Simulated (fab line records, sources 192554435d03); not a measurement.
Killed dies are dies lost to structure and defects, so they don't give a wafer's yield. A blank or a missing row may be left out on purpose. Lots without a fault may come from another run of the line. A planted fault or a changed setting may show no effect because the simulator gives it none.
Which tool did it? | flow n5_finfet | 11 lots, 33 wafers sampled, at 2 steps of a route of 1938

WHAT THE GAUGES READ, wafer by wafer
N5_HKMG_FIN_OVL_MEAS_13.
lot  | measured    | on         | NWFM_OVL (nm)
L075 | day 4 09:06 | overlay-02 | 0.1 0.5 0.5
L077 | day 4 23:29 | overlay-01 | 0.0 0.6 -1.1
L079 | day 5 13:56 | overlay-02 | -0.5 -0.6 -0.1
L082 | day 6 06:11 | overlay-02 | 0.7 1.2 0.6
L084 | day 6 18:57 | overlay-01 | 0.1 0.1 0.1
L086 | day 7 01:55 | overlay-01 | -0.7 -0.4 0.5
L088 | day 7 17:05 | overlay-01 | 0.2 -0.4 0.3
L090 | day 8 05:17 | overlay-01 | 0.8 1.0 -0.4
L092 | day 8 14:59 | overlay-01 | 0.2 -0.2 -0.5
L095 | day 9 08:43 | overlay-01 | 1.1 -0.2 0.4
L097 | day 9 23:32 | overlay-01 | 1.5 0.9 0.7

WHICH TOOL RAN EACH LOT (tool, then ch and the chambers of the sampled wafers, then the start)
lot  | N5_HKMG_FIN_ALD_36
L075 | ald_metal-01 ch 0,2,3, day 4 08:02
L077 | ald_metal-01 ch 0,2, day 4 22:25
L079 | ald_metal-01 ch 1,2,3, day 5 12:52
L082 | ald_metal-02 ch 0,2,3, day 6 05:08
L084 | ald_metal-01 ch 2,3, day 6 17:53
L086 | ald_metal-03 ch 2,3, day 7 00:35
L088 | ald_metal-03 ch 0,3, day 7 16:01
L090 | ald_metal-02 ch 0,2,3, day 8 04:06
L092 | ald_metal-01 ch 0,1,2, day 8 13:49
L095 | ald_metal-02 ch 0,1,2, day 9 07:31
L097 | ald_metal-03 ch 0,2,3, day 9 22:21
- N5_HKMG_FIN_ALD_36: deposits TiN, target thk 1 nm, pulse time 1 s, purge time 3 s.

THE ANSWER, worked out from the rows above alone
Rule: what is usual is taken from the lots themselves. Put in order of their means at a reading, lots are off if they are a third of the lots or fewer, leave a main group of 4 or more, and stand apart from it by a gap of 3 or more times the standard deviation of the main group's means; of several such gaps the widest counts. A main group whose means are all the same, to the digits that the tables above print for the reading, isn't used. A lot without any number at a reading at which 4 lots or more have one is off too. The other lots that the step has rows for count as sound.
No lot is off at any reading shown: from this, nothing can be told.

WHAT THE SIMULATOR HAD PUT IN
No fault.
